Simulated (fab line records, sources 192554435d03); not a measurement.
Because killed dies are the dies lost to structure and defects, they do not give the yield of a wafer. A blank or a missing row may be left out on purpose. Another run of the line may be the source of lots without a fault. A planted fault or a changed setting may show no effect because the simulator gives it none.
fab line records ; flow n5Finfet
record: lots: 16; wafers: 48; lastDay: 19
route steps=1938 shown GATE_CUT@465
lots that met no fault: taken from a fault-free run of the same line
startH: start of the lot's first displayed wafer, in hours after the record's first day ; waitH: how many hours have passed since the lot's step before this one ; " unchanged from the row above ; L1.1+2: several wafers, shown together as one row ; - either no value or no given start ; * or withheld: withheld ; < > ~ a bound
route shown NAME@n: a module of which the file shows steps, and the number in the route of the first ; usual: the fault-free wafers' mean and standard deviation ; same: alike in all rows ; chamber/n: place in a boat ; sites: readings site by site ; _std_site: how widely they spread, as a standard deviation ; _edge_site: the outer-site mean with the inner-site mean subtracted ; radiusMm: how far each site lies from the wafer's centre ; mask NAME#n: copy n ; behind: the most recent tool/chamber to have shaped the wafer ; hold: reason for holding the lot/hours on hold/outcome of the hold ; device: transistor that didn't switch, given as n, p or np ; end of line: at the end of the route, the tests of the same wafers ; a step given without rows: its recipe and nothing more ; killed: at the first sort, the dies lost to defects and structure; wafer yield is something else ; map: per-die view of a wafer (x killed, . not killed, _ where there is no die)
set.NAME: the setting as run; set.NAME@STEP: as run at that earlier step ; model.NAME: the simulator's own value behind a step, which no gauge read
route steps across a sampled set of lots; one table per step, one row per wafer
services: a tool's chamber out of use, with start hour (startH, from the record's first day; less than 0 if before it), hours out, and reason
== steps ==
step: N5_GATE_CUT_ETCHBACK_00
recipe: chemistry: SF6/Cl2; target: W; pressureMtorr: 8; icpW: 900; biasW: 80; SF6_flow_sccm: 40; Cl2_flow_sccm: 60
usual: drypumpMotorCurrentA: 5.8/0.51; oesProductAu: 0.82/0.12; throttleValvePct: 27.46/0.23
lot.wafer;tool;chamber;startH;waitH;drypumpMotorCurrentA;oesProductAu;rfHoursCounterH;throttleValvePct
L108.2;rieMetal-03;1;87.76;0.0;5.5;0.96;6;27.19
L108.3;rieMetal-03;1;87.76;0.0;5.5;0.95;-;27.22
L108.5;rieMetal-03;1;87.76;0.0;5.5;0.95;-;27.20
L109.1;rieMetal-02;1;95.62;0.0;5.7;0.80;30;27.06
L109.4;rieMetal-02;0;95.62;0.0;5.4;0.91;-;27.40
L109.5;rieMetal-02;0;95.62;0.0;5.4;0.92;-;27.39
L110.3;rieMetal-03;1;102.18;0.1;5.5;0.93;-;27.20
L110.5;rieMetal-03;1;102.18;0.1;5.5;0.93;-;27.20
L110.6;rieMetal-03;0;102.18;0.1;6.4;0.87;-;27.57
L111.1;rieMetal-02;1;112.87;0.0;5.8;0.79;33;27.08
L111.2;rieMetal-02;0;112.87;0.0;5.4;0.88;7;27.38
L111.3;rieMetal-02;1;112.87;0.0;5.7;0.79;-;27.08
L114.2;rieMetal-03;1;122.31;0.0;5.5;0.91;9;27.21
L114.3;rieMetal-03;0;122.31;0.0;6.4;0.87;-;27.60
L114.5;rieMetal-03;1;122.31;0.0;5.5;0.92;-;27.19
L115.4;rieMetal-01;1;131.75;0.1;5.0;0.62;-;27.82
L115.5;rieMetal-01;0;131.75;0.1;6.1;0.63;-;27.63
L115.6;rieMetal-01;1;131.75;0.1;4.9;0.62;-;27.80
L118.2;rieMetal-01;0;146.54;0.0;6.1;0.63;112;27.65
L118.3;rieMetal-01;1;146.54;0.0;4.9;0.63;-;27.81
L118.6;rieMetal-01;1;146.54;0.0;4.9;0.63;-;27.81
L119.2;rieMetal-03;0;152.19;0.0;6.4;0.88;21;27.59
L119.3;rieMetal-03;0;152.19;0.0;6.4;0.86;-;27.60
L119.4;rieMetal-03;1;152.19;0.0;5.5;0.91;-;27.21
L120.1;rieMetal-03;0;161.42;0.0;6.4;0.86;21;27.60
L120.2;rieMetal-03;1;161.42;0.0;5.5;0.91;12;27.21
L120.6;rieMetal-03;0;161.42;0.0;6.4;0.86;-;27.59
L122.2;rieMetal-01;0;169.56;0.0;6.1;0.61;114;27.67
L122.4;rieMetal-01;0;169.56;0.0;6.1;0.62;-;27.64
L122.5;rieMetal-01;1;169.56;0.0;4.9;0.62;-;27.83
L124.3;rieMetal-03;1;184.94;0.1;5.5;0.88;-;27.22
L124.4;rieMetal-03;0;184.94;0.1;6.4;0.85;-;27.60
L124.6;rieMetal-03;1;184.94;0.1;5.5;0.89;-;27.23
L125.4;rieMetal-02;1;193.14;0.1;5.7;0.77;-;27.08
L125.5;rieMetal-02;0;193.14;0.1;5.4;0.85;-;27.41
L125.6;rieMetal-02;1;193.14;0.1;5.7;0.78;-;27.11
L126.1;rieMetal-03;0;195.63;0.0;6.4;0.83;25;27.60
L126.2;rieMetal-03;1;195.63;0.0;5.5;0.89;15;27.20
L126.4;rieMetal-03;0;195.63;0.0;6.4;0.85;-;27.59
L127.1;rieMetal-01;1;203.06;0.0;4.9;0.62;116;27.82
L127.2;rieMetal-01;0;203.06;0.0;6.1;0.62;116;27.65
L127.3;rieMetal-01;0;203.06;0.0;6.1;0.63;-;27.64
L128.1;rieMetal-03;1;208.31;0.0;5.5;0.88;16;27.22
L128.4;rieMetal-03;0;208.31;0.0;6.4;0.84;-;27.61
L128.5;rieMetal-03;1;208.31;0.0;5.5;0.88;-;27.22
L130.1;rieMetal-01;0;221.89;0.0;6.1;0.61;118;27.64
L130.5;rieMetal-01;0;221.89;0.0;6.1;0.61;-;27.64
L130.6;rieMetal-01;1;221.89;0.0;4.9;0.61;-;27.83
step: N5_GATE_CUT_ETCH_56
recipe: chemistry: Cl2/Ar; target: TiN; targetDepthA: 216; pressureMtorr: 10; icpW: 600; biasW: 60; Cl2_flow_sccm: 40; Ar_flow_sccm: 60
usual: drypumpMotorCurrentA: 5.8/0.51; oesProductAu: 0.82/0.11; throttleValvePct: 20.77/0.18
lot.wafer;tool;chamber;startH;waitH;drypumpMotorCurrentA;oesProductAu;rfHoursCounterH;throttleValvePct
L108.2;rieMetal-03;1;87.88;0.1;5.5;0.96;6;20.56
L108.3;rieMetal-03;1;87.88;0.1;5.5;0.96;-;20.55
L108.5;rieMetal-03;1;87.88;0.1;5.5;0.96;-;20.55
L109.1;rieMetal-02;1;95.74;0.1;5.7;0.80;30;20.51
L109.4;rieMetal-02;0;95.74;0.1;5.4;0.91;-;20.82
L109.5;rieMetal-02;0;95.74;0.1;5.4;0.91;-;20.81
L110.3;rieMetal-03;1;102.29;0.1;5.5;0.93;-;20.56
L110.5;rieMetal-03;1;102.29;0.1;5.5;0.93;-;20.58
L110.6;rieMetal-03;0;102.29;0.1;6.4;0.85;-;20.84
L111.1;rieMetal-02;1;112.99;0.1;5.7;0.79;33;20.49
L111.2;rieMetal-02;0;112.99;0.1;5.4;0.89;7;20.83
L111.3;rieMetal-02;1;112.99;0.1;5.7;0.79;-;20.51
L114.2;rieMetal-03;1;122.43;0.1;5.5;0.94;9;20.58
L114.3;rieMetal-03;0;122.43;0.1;6.4;0.85;-;20.83
L114.5;rieMetal-03;1;122.43;0.1;5.5;0.94;-;20.57
L115.4;rieMetal-01;1;131.86;0.1;4.9;0.64;-;21.08
L115.5;rieMetal-01;0;131.86;0.1;6.1;0.64;-;20.90
L115.6;rieMetal-01;1;131.86;0.1;4.9;0.64;-;21.07
L118.2;rieMetal-01;0;146.66;0.1;6.1;0.64;112;20.90
L118.3;rieMetal-01;1;146.66;0.1;4.9;0.64;-;21.08
L118.6;rieMetal-01;1;146.66;0.1;4.9;0.63;-;21.08
L119.2;rieMetal-03;0;152.31;0.1;6.4;0.85;21;20.83
L119.3;rieMetal-03;0;152.31;0.1;6.4;0.85;-;20.83
L119.4;rieMetal-03;1;152.31;0.1;5.5;0.92;-;20.57
L120.1;rieMetal-03;0;161.54;0.1;6.4;0.85;21;20.84
L120.2;rieMetal-03;1;161.54;0.1;5.5;0.92;12;20.57
L120.6;rieMetal-03;0;161.54;0.1;6.4;0.85;-;20.82
L122.2;rieMetal-01;0;169.68;0.1;6.1;0.63;114;20.92
L122.4;rieMetal-01;0;169.68;0.1;6.1;0.64;-;20.92
L122.5;rieMetal-01;1;169.68;0.1;4.9;0.63;-;21.07
L124.3;rieMetal-03;1;185.05;0.1;5.5;0.90;-;20.57
L124.4;rieMetal-03;0;185.05;0.1;6.4;0.84;-;20.83
L124.6;rieMetal-03;1;185.05;0.1;5.5;0.91;-;20.55
L125.4;rieMetal-02;1;193.25;0.1;5.7;0.77;-;20.52
L125.5;rieMetal-02;0;193.25;0.1;5.4;0.83;-;20.84
L125.6;rieMetal-02;1;193.25;0.1;5.8;0.78;-;20.52
L126.1;rieMetal-03;0;195.75;0.1;6.4;0.83;25;20.83
L126.2;rieMetal-03;1;195.75;0.1;5.5;0.89;15;20.59
L126.4;rieMetal-03;0;195.75;0.1;6.4;0.83;-;20.84
L127.1;rieMetal-01;1;203.18;0.1;4.9;0.63;116;21.10
L127.2;rieMetal-01;0;203.18;0.1;6.1;0.64;116;20.91
L127.3;rieMetal-01;0;203.18;0.1;6.1;0.63;-;20.90
L128.1;rieMetal-03;1;208.43;0.1;5.5;0.89;16;20.61
L128.4;rieMetal-03;0;208.43;0.1;6.4;0.83;-;20.85
L128.5;rieMetal-03;1;208.43;0.1;5.5;0.88;-;20.61
L130.1;rieMetal-01;0;222.01;0.1;6.1;0.63;118;20.93
L130.5;rieMetal-01;0;222.01;0.1;6.1;0.63;-;20.90
L130.6;rieMetal-01;1;222.01;0.1;4.9;0.62;-;21.09
step: N5_GATE_CUT_ETCHBACK_30
recipe: chemistry: Cl2/Ar; target: TiN; targetDepthA: 30; mode: isotropic; pressureMtorr: 10; icpW: 600; biasW: 60; Cl2_flow_sccm: 40; Ar_flow_sccm: 60
usual: drypumpMotorCurrentA: 5.8/0.51; oesProductAu: 0.82/0.11; throttleValvePct: 20.77/0.18
lot.wafer;tool;chamber;startH;waitH;drypumpMotorCurrentA;oesProductAu;rfHoursCounterH;throttleValvePct
L108.2;rieMetal-03;1;87.97;0.1;5.5;0.96;6;20.55
L108.3;rieMetal-03;1;87.97;0.1;5.5;0.96;-;20.57
L108.5;rieMetal-03;1;87.97;0.1;5.5;0.95;-;20.58
L109.1;rieMetal-02;1;95.83;0.1;5.8;0.79;30;20.50
L109.4;rieMetal-02;0;95.83;0.1;5.4;0.91;-;20.81
L109.5;rieMetal-02;0;95.83;0.1;5.4;0.91;-;20.80
L110.3;rieMetal-03;1;102.36;0.0;5.5;0.94;-;20.57
L110.5;rieMetal-03;1;102.36;0.0;5.5;0.94;-;20.58
L110.6;rieMetal-03;0;102.36;0.0;6.4;0.85;-;20.83
L111.1;rieMetal-02;1;113.08;0.1;5.7;0.79;33;20.50
L111.2;rieMetal-02;0;113.08;0.1;5.4;0.88;7;20.82
L111.3;rieMetal-02;1;113.08;0.1;5.7;0.78;-;20.51
L114.2;rieMetal-03;1;122.52;0.1;5.5;0.93;9;20.57
L114.3;rieMetal-03;0;122.52;0.1;6.4;0.85;-;20.82
L114.5;rieMetal-03;1;122.52;0.1;5.5;0.94;-;20.59
L115.4;rieMetal-01;1;131.93;0.0;4.9;0.63;-;21.07
L115.5;rieMetal-01;0;131.93;0.0;6.1;0.64;-;20.89
L115.6;rieMetal-01;1;131.93;0.0;4.9;0.64;-;21.08
L118.2;rieMetal-01;0;146.75;0.1;6.1;0.64;112;20.90
L118.3;rieMetal-01;1;146.75;0.1;4.9;0.63;-;21.09
L118.6;rieMetal-01;1;146.75;0.1;4.9;0.64;-;21.08
L119.2;rieMetal-03;0;152.40;0.1;6.4;0.84;21;20.83
L119.3;rieMetal-03;0;152.40;0.1;6.4;0.85;-;20.82
L119.4;rieMetal-03;1;152.40;0.1;5.5;0.92;-;20.59
L120.1;rieMetal-03;0;161.63;0.1;6.4;0.84;21;20.84
L120.2;rieMetal-03;1;161.63;0.1;5.5;0.92;12;20.59
L120.6;rieMetal-03;0;161.63;0.1;6.4;0.84;-;20.85
L122.2;rieMetal-01;0;169.77;0.1;6.1;0.64;114;20.91
L122.4;rieMetal-01;0;169.77;0.1;6.1;0.63;-;20.92
L122.5;rieMetal-01;1;169.77;0.1;4.9;0.63;-;21.08
L124.3;rieMetal-03;1;185.12;0.0;5.5;0.90;-;20.59
L124.4;rieMetal-03;0;185.12;0.0;6.4;0.83;-;20.83
L124.6;rieMetal-03;1;185.12;0.0;5.5;0.91;-;20.61
L125.4;rieMetal-02;1;193.32;0.0;5.8;0.77;-;20.52
L125.5;rieMetal-02;0;193.32;0.0;5.5;0.85;-;20.82
L125.6;rieMetal-02;1;193.32;0.0;5.7;0.78;-;20.51
L126.1;rieMetal-03;0;195.84;0.1;6.4;0.83;25;20.84
L126.2;rieMetal-03;1;195.84;0.1;5.5;0.89;15;20.60
L126.4;rieMetal-03;0;195.84;0.1;6.4;0.83;-;20.85
L127.1;rieMetal-01;1;203.27;0.1;4.9;0.63;116;21.09
L127.2;rieMetal-01;0;203.27;0.1;6.1;0.63;116;20.92
L127.3;rieMetal-01;0;203.27;0.1;6.1;0.63;-;20.92
L128.1;rieMetal-03;1;208.52;0.1;5.5;0.90;16;20.60
L128.4;rieMetal-03;0;208.52;0.1;6.4;0.83;-;20.84
L128.5;rieMetal-03;1;208.52;0.1;5.5;0.89;-;20.60
L130.1;rieMetal-01;0;222.10;0.1;6.1;0.62;118;20.94
L130.5;rieMetal-01;0;222.10;0.1;6.1;0.62;-;20.94
L130.6;rieMetal-01;1;222.10;0.1;4.9;0.61;-;21.11
step: N5_GATE_CUT_EXPOSE_10
recipe: maskId: GATE_CUT; na: 0.33; sourceShape: annular; sigmaInner: 0.35; sigmaOuter: 0.8; polarization: unpolarized; targetCdNm: 20; doseMj: 43.25
usual: exposureDoseMJCm2: 43.15/0.052; focusOffsetNm: 0.0/0.54; reticleTempC: 22.99/0.1
same: sigmaOuter: 0.8
lot.wafer;tool;chamber;startH;waitH;mask;exposureDoseMJCm2;focusOffsetNm;reticleTempC
L108.2;euvScanner-01;0;91.33;-;GATE_CUT#0;43.18;-0.3;22.99
L108.3;euvScanner-01;0;91.33;-;GATE_CUT#0;43.20;-0.4;23.04
L108.5;euvScanner-01;0;91.33;-;GATE_CUT#0;43.19;-0.8;22.98
L109.1;euvScanner-01;0;99.03;-;GATE_CUT#0;43.11;-0.8;23.16
L109.4;euvScanner-01;0;99.03;-;GATE_CUT#0;43.17;-1.1;23.11
L109.5;euvScanner-01;0;99.03;-;GATE_CUT#0;43.19;-0.2;23.12
L110.3;euvScanner-02;0;107.33;-;GATE_CUT#0;43.15;-1.4;22.93
L110.5;euvScanner-02;0;107.33;-;GATE_CUT#0;43.15;-0.1;23.01
L110.6;euvScanner-02;0;107.33;-;GATE_CUT#0;43.09;-0.4;22.97
L111.1;euvScanner-02;0;116.31;-;GATE_CUT#0;43.12;1.2;23.06
L111.2;euvScanner-02;0;116.31;-;GATE_CUT#0;43.13;0.0;22.93
L111.3;euvScanner-02;0;116.31;-;GATE_CUT#0;43.18;0.4;23.05
L114.2;euvScanner-02;0;125.88;-;GATE_CUT#0;43.17;0.2;22.98
L114.3;euvScanner-02;0;125.88;-;GATE_CUT#0;43.14;0.3;23.05
L114.5;euvScanner-02;0;125.88;-;GATE_CUT#0;43.20;0.1;22.91
L115.4;euvScanner-02;0;135.46;-;GATE_CUT#0;43.18;0.3;23.05
L115.5;euvScanner-02;0;135.46;-;GATE_CUT#0;43.22;-0.2;22.91
L115.6;euvScanner-02;0;135.46;-;GATE_CUT#0;43.11;-0.3;22.82
L118.2;euvScanner-02;0;150.05;-;GATE_CUT#0;43.05;0.1;23.07
L118.3;euvScanner-02;0;150.05;-;GATE_CUT#0;43.03;0.5;23.05
L118.6;euvScanner-02;0;150.05;-;GATE_CUT#0;43.11;0.1;23.01
L119.2;euvScanner-01;0;155.74;-;GATE_CUT#0;43.19;0.7;23.06
L119.3;euvScanner-01;0;155.74;-;GATE_CUT#0;43.14;-0.5;23.20
L119.4;euvScanner-01;0;155.74;-;GATE_CUT#0;43.13;0.4;23.07
L120.1;euvScanner-01;0;164.96;-;GATE_CUT#0;43.09;0.2;23.06
L120.2;euvScanner-01;0;164.96;-;GATE_CUT#0;43.11;-0.1;22.90
L120.6;euvScanner-01;0;164.96;-;GATE_CUT#0;43.09;0.5;22.96
L122.2;euvScanner-02;0;173.23;-;GATE_CUT#0;43.09;0.0;22.87
L122.4;euvScanner-02;0;173.23;-;GATE_CUT#0;43.13;-0.2;22.88
L122.5;euvScanner-02;0;173.23;-;GATE_CUT#0;43.11;0.6;22.95
L124.3;euvScanner-01;0;188.33;-;GATE_CUT#0;43.18;0.3;23.04
L124.4;euvScanner-01;0;188.33;-;GATE_CUT#0;43.12;0.1;22.93
L124.6;euvScanner-01;0;188.33;-;GATE_CUT#0;43.15;0.2;23.11
L125.4;euvScanner-01;0;196.84;-;GATE_CUT#0;45.05;0.3;23.07
L125.5;euvScanner-01;0;196.84;-;GATE_CUT#0;45.04;-0.6;23.06
L125.6;euvScanner-01;0;196.84;-;GATE_CUT#0;45.04;-0.1;23.11
L126.1;euvScanner-01;0;199.50;-;GATE_CUT#0;44.63;1.0;22.86
L126.2;euvScanner-01;0;199.50;-;GATE_CUT#0;44.62;0.0;22.90
L126.4;euvScanner-01;0;199.50;-;GATE_CUT#0;44.66;0.6;22.90
L127.1;euvScanner-01;0;206.68;-;GATE_CUT#0;44.33;0.7;22.83
L127.2;euvScanner-01;0;206.68;-;GATE_CUT#0;44.36;0.2;22.92
L127.3;euvScanner-01;0;206.68;-;GATE_CUT#0;44.36;0.6;22.96
L128.1;euvScanner-01;0;212.04;-;GATE_CUT#0;44.08;-0.7;22.96
L128.4;euvScanner-01;0;212.04;-;GATE_CUT#0;44.11;-1.2;22.87
L128.5;euvScanner-01;0;212.04;-;GATE_CUT#0;44.14;-0.5;22.96
L130.1;euvScanner-02;0;225.93;-;GATE_CUT#0;43.09;0.2;23.14
L130.5;euvScanner-02;0;225.93;-;GATE_CUT#0;43.14;0.2;23.21
L130.6;euvScanner-02;0;225.93;-;GATE_CUT#0;43.12;-0.6;23.09
== services ==
tool;chamber;startH;hours;kind
euvScanner-02;0;86.00;-;calibration
euvScanner-02;-;90.31;1.0;pm
euvScanner-01;0;105.88;-;calibration
euvScanner-01;-;106.95;4.6;pm
euvScanner-01;-;116.43;1.0;pm
rieMetal-03;-;119.08;2.8;pm
euvScanner-02;-;122.82;1.8;repair
euvScanner-02;-;146.46;1.0;pm
euvScanner-01;-;172.58;1.0;pm
euvScanner-02;-;173.62;2.0;repair
euvScanner-02;-;179.08;4.6;pm
euvScanner-02;-;202.62;1.0;pm
== key ==
firstSign: step: N5_GATE_CUT_EXPOSE_10; reading: exposureDoseMJCm2; direction: up; sigmas: 27; usual: 43.15; struck: 44.53
effect none on later readings
metAt N5_GATE_CUT_EXPOSE_10
struckLots L125,L126,L127,L128
rowsEnd L125.4,L125.5,L125.6,L127.3,L128.4,L128.5
sortLeftOut L126.1,L126.2,L126.4,L127.1,L127.2,L128.1
testerLeftOut L126,L127,L128
loopTrim: step: N5_GATE_CUT_EXPOSE_10; setting: dose; lots: L126,L127,L128
notActingAt N5_GATE_CUT_ETCHBACK_00,N5_GATE_CUT_ETCH_56,N5_GATE_CUT_ETCHBACK_30
onsetBetween 188.33 196.84
fault: kind: processParameterDrift; tool: euvScanner-01; chamber: -; onsetH: 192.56; steps: N5_GATE_CUT_EXPOSE_10; channel: doseMj; offset: 1.8081; shape: step; actsIn: theseRecipesOnly; stated: 43.25
testerLeftOut: of these lots the tester's yield and bins aren't shown, on N5 and GAA mostly nor the transistor test; their killed dies are dies lost to structure and defects alone, not to doping, threshold or leakage, so they don't give the yield
sortLeftOut: the simulated sort isn't trusted on such a fault, so these wafers' sort isn't shown, and their yield isn't known
rowsEnd: these wafers met a further fault down the route, and their rows from its step on are left out
loopTrim: a control loop set the setting to another value than it would have without faults
